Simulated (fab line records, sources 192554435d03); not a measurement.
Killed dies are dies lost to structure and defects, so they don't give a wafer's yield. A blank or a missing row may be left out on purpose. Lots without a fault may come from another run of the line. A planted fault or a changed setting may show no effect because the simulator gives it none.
Which tool did it? | flow n5_finfet | 12 lots, 35 wafers sampled, at 5 steps of a route of 1938

WHAT THE GAUGES READ, wafer by wafer
N5_BEOL_M4_INSPECT_59: inspects for defects (darkfield). Usual: raw_defect_count 68, standard deviation 25.
lot  | measured     | on                | raw_defect_count | flag
L430 | day 7 19:12  | defect_inspect-01 | 36 57 87         |
L429 | day 8 02:59  | defect_inspect-02 | 54 51 81         |
L431 | day 8 05:31  | defect_inspect-01 | 71 79 65         |
L432 | day 8 12:13  | defect_inspect-02 | 52 86            |
L438 | day 10 10:46 | defect_inspect-02 | 56 46 54         |
L439 | day 10 17:29 | defect_inspect-01 | 49 63 28         |
L440 | day 10 20:19 | defect_inspect-02 | 71 54 71         |
L441 | day 10 20:53 | defect_inspect-02 | 89 125 65        |
L444 | day 11 14:35 | defect_inspect-02 | 56 61 59         |
L443 | day 11 18:19 | defect_inspect-02 | 45 52 47         |
L450 | day 13 06:29 | defect_inspect-02 | 72 98 80         |
L449 | day 13 07:31 | defect_inspect-02 | 44 49 48         |

N5_BEOL_M5_THK_MEAS_01. Usual: M5_ILD_THK 121.0 nm, standard deviation 1.4.
lot  | measured     | on            | M5_ILD_THK (nm)   | flag
L430 | day 7 20:46  | film_metro-02 | 118.8 120.0 120.4 |
L429 | day 8 04:33  | film_metro-01 | 120.0 120.4 122.5 |
L431 | day 8 07:05  | film_metro-02 | 119.9 119.5 121.4 |
L432 | day 8 13:50  | film_metro-01 | 118.9 118.8       |
L438 | day 10 13:46 | film_metro-01 | 120.7 119.3 121.2 |
L439 | day 10 19:04 | film_metro-01 | 120.3 120.8 121.8 |
L440 | day 10 21:56 | film_metro-01 | 119.7 119.3 121.7 |
L441 | day 10 22:28 | film_metro-01 | 119.7 118.6 122.3 |
L444 | day 11 16:09 | film_metro-02 | 119.0 121.4 122.1 |
L443 | day 11 20:21 | film_metro-02 | 119.0 120.1 122.1 |
L450 | day 13 08:03 | film_metro-02 | 119.9 121.2 122.2 |
L449 | day 13 09:05 | film_metro-01 | 119.6 120.1 121.7 |

N5_BEOL_M5_INSPECT_13: inspects for defects (brightfield). Usual: raw_defect_count 372, standard deviation 82.
lot  | measured     | on                | raw_defect_count | flag
L430 | day 7 23:08  | defect_inspect-01 | 268 356 297      |
L429 | day 8 06:09  | defect_inspect-01 | 398 388 389      |
L431 | day 8 08:52  | defect_inspect-02 | 391 362 394      |
L432 | day 8 16:20  | defect_inspect-01 | 412 1373         | OFF
L438 | day 10 15:19 | defect_inspect-01 | 358 369 255      |
L439 | day 10 22:31 | defect_inspect-02 | 250 278 216      |
L440 | day 10 23:19 | defect_inspect-01 | 453 325 407      |
L441 | day 10 23:58 | defect_inspect-01 | 325 453 369      |
L444 | day 11 17:36 | defect_inspect-01 | 409 358 372      |
L443 | day 11 21:07 | defect_inspect-02 | 298 336 300      |
L450 | day 13 08:37 | defect_inspect-01 | 425 401 391      |
L449 | day 13 09:44 | defect_inspect-02 | 386 403 332      |

WHICH TOOL RAN EACH LOT (tool, then ch and the chambers of the sampled wafers, then the start)
lot  | N5_BEOL_M4_PRE_CLEAN_60          | N5_BEOL_M5_HM_DEP_02
L430 | cvd_co-02 ch 0,2, day 7 18:57    | pvd_sputter-02, day 7 22:32
L429 | cvd_co-02 ch 0,1,2, day 8 02:44  | pvd_sputter-02, day 8 05:32
L431 | cvd_co-01 ch 0,1,2, day 8 05:16  | pvd_sputter-02, day 8 08:23
L432 | cvd_co-02 ch 1,2, day 8 11:58    | pvd_sputter-02, day 8 15:49
L438 | cvd_co-02 ch 0,1, day 10 10:29   | pvd_sputter-01, day 10 13:54
L439 | cvd_co-01 ch 0,1,2, day 10 17:08 | pvd_sputter-01, day 10 19:49
L440 | cvd_co-01 ch 0,2, day 10 20:04   | pvd_sputter-01, day 10 22:50
L441 | cvd_co-02 ch 1,2, day 10 20:38   | pvd_sputter-01, day 10 23:22
L444 | cvd_co-02 ch 1,2, day 11 14:20   | pvd_sputter-03, day 11 17:07
L443 | cvd_co-01 ch 0,1,2, day 11 18:04 | pvd_sputter-03, day 11 20:38
L450 | cvd_co-02 ch 0,1, day 13 06:11   | pvd_sputter-01, day 13 08:08
L449 | cvd_co-02 ch 0,1, day 13 07:13   | pvd_sputter-03, day 13 09:16
- N5_BEOL_M4_PRE_CLEAN_60: time 15 s.
- N5_BEOL_M5_HM_DEP_02: deposits TiN, target thk 20 nm.

WHAT THE TOOLS THEMSELVES READ (means of the sampled wafers that have a number; where no wafer has one, the mark that the record gives instead)
N5_BEOL_M4_PRE_CLEAN_60. Usual: heater_power_w 88 W, standard deviation 24; rf_fwd_power_W 297.1 W, standard deviation 1.7.
lot  | tool      | heater_power_w (W) | rf_fwd_power_W (W) | flag
L430 | cvd_co-02 | 89                 | 296.6              |
L429 | cvd_co-02 | 93                 | 295.9              |
L431 | cvd_co-01 | 75                 | 298.5              |
L432 | cvd_co-02 | 113                | 298.8              |
L438 | cvd_co-02 | 80                 | 297.3              |
L439 | cvd_co-01 | 76                 | 297.3              |
L440 | cvd_co-01 | 76                 | 297.7              |
L441 | cvd_co-02 | 116                | 296.2              |
L444 | cvd_co-02 | 111                | 297.7              |
L443 | cvd_co-01 | 77                 | 297.7              |
L450 | cvd_co-02 | 99                 | 295.2              |
L449 | cvd_co-02 | 79                 | 296.4              |

N5_BEOL_M5_HM_DEP_02. Usual: throttle_valve_pct 30.1 %, standard deviation 0.44.
lot  | tool           | throttle_valve_pct (%) | flag
L430 | pvd_sputter-02 | 30.1                   |
L429 | pvd_sputter-02 | 29.9                   |
L431 | pvd_sputter-02 | 29.9                   |
L432 | pvd_sputter-02 | 30.3                   |
L438 | pvd_sputter-01 | 30.1                   |
L439 | pvd_sputter-01 | 30.2                   |
L440 | pvd_sputter-01 | 30.0                   |
L441 | pvd_sputter-01 | 30.2                   |
L444 | pvd_sputter-03 | 30.3                   |
L443 | pvd_sputter-03 | 30.0                   |
L450 | pvd_sputter-01 | 29.6                   |
L449 | pvd_sputter-03 | 29.9                   |

THE ANSWER, worked out from the rows above alone
Rule: a lot is off if the mean of its wafers that have a number lies more than 3 standard deviations from the usual mean. A lot without any number at a reading at which 4 lots or more have one is off too. The other lots that the step has rows for count as sound. The gauges are gone through in route order, then the tools' own readings, and for those a lot's mean is taken as printed above. The first step at which some lot is off is used, and at that step the reading that is off furthest; a lot without a number counts as furthest.
Off: L432, at N5_BEOL_M5_INSPECT_13 (raw_defect_count).
A tool fits if, at a process step before that reading, it ran every lot that is off, and no sound lot after the first of them. The gauges at N5_BEOL_M5_INSPECT_13 are tried like those tools. One fits: pvd_sputter-02 at N5_BEOL_M5_HM_DEP_02. Its last sound lot is L431 (day 8 08:23), its first lot that is off L432 (day 8 15:49): a fault that began between those two fits.

WHAT THE SIMULATOR HAD PUT IN
Chamber particle source: pvd_sputter-02, from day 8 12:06 on, at N5_BEOL_M5_HM_DEP_02. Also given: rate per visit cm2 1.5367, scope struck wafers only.
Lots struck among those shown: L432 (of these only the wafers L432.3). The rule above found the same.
